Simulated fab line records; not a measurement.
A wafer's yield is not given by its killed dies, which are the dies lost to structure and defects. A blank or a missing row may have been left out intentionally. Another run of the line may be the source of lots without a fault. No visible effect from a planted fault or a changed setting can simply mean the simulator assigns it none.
fab line records / flow nand-harc
[record] lots = 6 wafers = 18 last-day = 25
route steps=1159 shown P_START@1 P_ZERO_WELL@2
lots with no fault: from the same line, run without faults
start-h: the number of hours between the record's first day and the start of the first shown wafer of the lot / wait-h: hours from the lot's prior step to this one / " identical to the entry in the row above / L1.1+2: several wafers, shown together as one row / - no value present, or no start provided / * or withheld: withheld / < > ~ a bound
route shown NAME@n: a module of which the file shows steps, and the number in the route of the first / usual: average and standard deviation across the fault-free wafers / same: alike in all rows / chamber/n: place in a boat / sites: readings site by site / _std_site: standard deviation of those values / _edge_site: the outer-site mean with the inner-site mean subtracted / radius-mm: how far each site lies from the wafer's centre / mask NAME#n: copy n / behind: tool/chamber where the wafer was last shaped / hold: what put the lot on hold/how long, in hours/how the hold closed / device: transistor that didn't switch, given as n, p or np / end of line: at the end of the route, the tests of the same wafers / for a step that has no rows: nothing shown but its recipe / killed: dies that structure and defects cost at the first sort, which is not the same as the wafer's yield / map: shows each die of a wafer: x if killed, . if not, _ if none is there
set.NAME: the setting that was run; set.NAME@STEP: the one run at that earlier step / model.NAME: the simulator's own value behind a step, which no gauge read
a table for each step, a row for each wafer; lots at some steps of the route
services: the hour from which a tool's chamber was out of use, counted from the record's first day as start-h (under 0 if before that day), plus the number of hours and why
[[steps]]
[step NHARC_P_START_INSPECT_01]
[usual] raw-defect-count = 3.3/1.9
lot.wafer=L733.2 tool=defect-inspect-02 chamber=- start-h=12.04 wait-h=- raw-defect-count=4
lot.wafer=L733.4 tool=defect-inspect-02 chamber=- start-h=12.04 wait-h=- raw-defect-count=7
lot.wafer=L733.5 tool=defect-inspect-02 chamber=- start-h=12.04 wait-h=- raw-defect-count=3
lot.wafer=L735.2 tool=defect-inspect-02 chamber=- start-h=24.04 wait-h=- raw-defect-count=3
lot.wafer=L735.4 tool=defect-inspect-02 chamber=- start-h=24.04 wait-h=- raw-defect-count=6
lot.wafer=L735.5 tool=defect-inspect-02 chamber=- start-h=24.04 wait-h=- raw-defect-count=3
lot.wafer=L740.1 tool=defect-inspect-01 chamber=- start-h=54.04 wait-h=- raw-defect-count=1
lot.wafer=L740.2 tool=defect-inspect-01 chamber=- start-h=54.04 wait-h=- raw-defect-count=3
lot.wafer=L740.3 tool=defect-inspect-01 chamber=- start-h=54.04 wait-h=- raw-defect-count=1
lot.wafer=L741.1 tool=defect-inspect-01 chamber=- start-h=60.04 wait-h=- raw-defect-count=1
lot.wafer=L741.2 tool=defect-inspect-01 chamber=- start-h=60.04 wait-h=- raw-defect-count=2
lot.wafer=L741.4 tool=defect-inspect-01 chamber=- start-h=60.04 wait-h=- raw-defect-count=1
lot.wafer=L746.2 tool=defect-inspect-01 chamber=- start-h=90.04 wait-h=- raw-defect-count=3
lot.wafer=L746.4 tool=defect-inspect-01 chamber=- start-h=90.04 wait-h=- raw-defect-count=1
lot.wafer=L746.6 tool=defect-inspect-01 chamber=- start-h=90.04 wait-h=- raw-defect-count=6
lot.wafer=L749.2 tool=defect-inspect-02 chamber=- start-h=108.04 wait-h=- raw-defect-count=5
lot.wafer=L749.4 tool=defect-inspect-02 chamber=- start-h=108.04 wait-h=- raw-defect-count=6
lot.wafer=L749.5 tool=defect-inspect-02 chamber=- start-h=108.04 wait-h=- raw-defect-count=1
[step NHARC_P_ZERO_WELL_PRECLEAN_00]
[recipe] time-s = 600 temp-c = 120 chemistry = SPM
[step NHARC_P_ZERO_WELL_SRD_01]
[step NHARC_P_ZERO_WELL_PECVD_02]
[recipe] target-thk-a = 100 temp-c = 400 pressure-torr = 6.5 rf-w = withheld teos-flow-sccm = withheld flow-sccm = 2650 target-thk-nm = 10 gas = O2 material = SiO2
[step NHARC_P_ZERO_WELL_DEHYDRATE_03]
[recipe] temp-c = 150 time-s = 120
[step NHARC_P_ZERO_WELL_HMDS_04]
[recipe] time-s = 30
[step NHARC_P_ZERO_WELL_COAT_64]
[recipe] temp-c = 200 time-s = 65
[step NHARC_P_ZERO_WELL_COAT_05]
[recipe] spin-rpm = 2000 resist-thk-nm = 600
[step NHARC_P_ZERO_WELL_SOFTBAKE_06]
[recipe] temp-c = 125 time-s = 70
[step NHARC_P_ZERO_WELL_EBR_07]
[step NHARC_P_ZERO_WELL_EXPOSE_08]
[recipe] na = 0.55 target-cd-nm = 500 dose-mj = 33.8 mask-id = P_ZERO
[step NHARC_P_ZERO_WELL_PEB_09]
[recipe] peb-temp-c = 128 peb-time-s = 80
[step NHARC_P_ZERO_WELL_DEVELOP_10]
[recipe] time-s = 50 dev-temp-c = 22
[usual] chill-plate-temp-C = 23.01/0.11 developer-temp-C = 21.98/0.12 exhaust-pa = 45.0/0.77
lot.wafer=L733.2 tool=litho-track-02 chamber=0 start-h=13 wait-h=- chill-plate-temp-C=22.94 developer-temp-C=21.95 exhaust-pa=44.0
lot.wafer=L733.4 tool=litho-track-02 chamber=0 start-h=13 wait-h=- chill-plate-temp-C=22.77 developer-temp-C=22.13 exhaust-pa=45.0
lot.wafer=L733.5 tool=litho-track-02 chamber=0 start-h=13 wait-h=- chill-plate-temp-C=22.85 developer-temp-C=22.07 exhaust-pa=44.6
lot.wafer=L735.2 tool=litho-track-02 chamber=0 start-h=25 wait-h=- chill-plate-temp-C=23.08 developer-temp-C=21.80 exhaust-pa=46.6
lot.wafer=L735.4 tool=litho-track-02 chamber=0 start-h=25 wait-h=- chill-plate-temp-C=22.97 developer-temp-C=21.86 exhaust-pa=46.1
lot.wafer=L735.5 tool=litho-track-02 chamber=0 start-h=25 wait-h=- chill-plate-temp-C=23.15 developer-temp-C=21.93 exhaust-pa=45.8
lot.wafer=L740.1 tool=litho-track-02 chamber=- start-h=55 wait-h=- chill-plate-temp-C=- developer-temp-C=- exhaust-pa=-
lot.wafer=L740.2 tool=litho-track-02 chamber=- start-h=55 wait-h=- chill-plate-temp-C=- developer-temp-C=- exhaust-pa=-
lot.wafer=L740.3 tool=litho-track-02 chamber=- start-h=55 wait-h=- chill-plate-temp-C=- developer-temp-C=- exhaust-pa=-
lot.wafer=L741.1 tool=litho-track-07 chamber=- start-h=61 wait-h=- chill-plate-temp-C=- developer-temp-C=- exhaust-pa=-
lot.wafer=L741.2 tool=litho-track-07 chamber=- start-h=61 wait-h=- chill-plate-temp-C=- developer-temp-C=- exhaust-pa=-
lot.wafer=L741.4 tool=litho-track-07 chamber=- start-h=61 wait-h=- chill-plate-temp-C=- developer-temp-C=- exhaust-pa=-
lot.wafer=L746.2 tool=litho-track-05 chamber=0 start-h=91 wait-h=- chill-plate-temp-C=22.86 developer-temp-C=22.07 exhaust-pa=45.7
lot.wafer=L746.4 tool=litho-track-05 chamber=0 start-h=91 wait-h=- chill-plate-temp-C=22.81 developer-temp-C=22.03 exhaust-pa=46.0
lot.wafer=L746.6 tool=litho-track-05 chamber=0 start-h=91 wait-h=- chill-plate-temp-C=22.90 developer-temp-C=21.99 exhaust-pa=45.4
lot.wafer=L749.2 tool=litho-track-07 chamber=0 start-h=109 wait-h=- chill-plate-temp-C=23.09 developer-temp-C=22.02 exhaust-pa=42.9
lot.wafer=L749.4 tool=litho-track-07 chamber=0 start-h=109 wait-h=- chill-plate-temp-C=23.02 developer-temp-C=21.97 exhaust-pa=43.7
lot.wafer=L749.5 tool=litho-track-07 chamber=0 start-h=109 wait-h=- chill-plate-temp-C=23.11 developer-temp-C=21.94 exhaust-pa=45.5
[[services]]
tool=litho-track-02 chamber=- start-h=-10.00 hours=7.0 kind=pm
tool=litho-track-07 chamber=- start-h=14.00 hours=7.0 kind=pm
tool=litho-track-05 chamber=- start-h=62.00 hours=7.0 kind=pm
[[key]]
[first-sign] step = NHARC_P_ZERO_WELL_DEVELOP_10 reading = tool-record direction = missing
effect none on later readings
met-at NHARC_P_ZERO_WELL_DEVELOP_10
struck-wafers L740.1,L740.2,L740.3,L741.1,L741.2,L741.4
later-rows-left-out L740.1,L740.2,L740.3,L741.1,L741.2,L741.4
sort-left-out L740.1,L740.2,L740.3,L741.1,L741.2,L741.4
tester-left-out L740,L741
onset-between 25 55
[fault] kind = skipped-step-whole tool = litho-track-02,litho-track-07 chamber = - onset-h = 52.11 steps = NHARC_P_ZERO_WELL_DEVELOP_10 scope = struck-lots-only
// tester-left-out: of these lots the tester's yield and bins aren't shown, on N5 and GAA mostly nor the transistor test; their killed dies are dies lost to structure and defects alone, not to doping, threshold or leakage, so they don't give the yield
// sort-left-out: the simulated sort isn't trusted on such a fault, so these wafers' sort isn't shown, and their yield isn't known
// later-rows-left-out: the simulator's readings of these wafers behind a module that went badly wrong aren't trusted and aren't shown, but for the sort
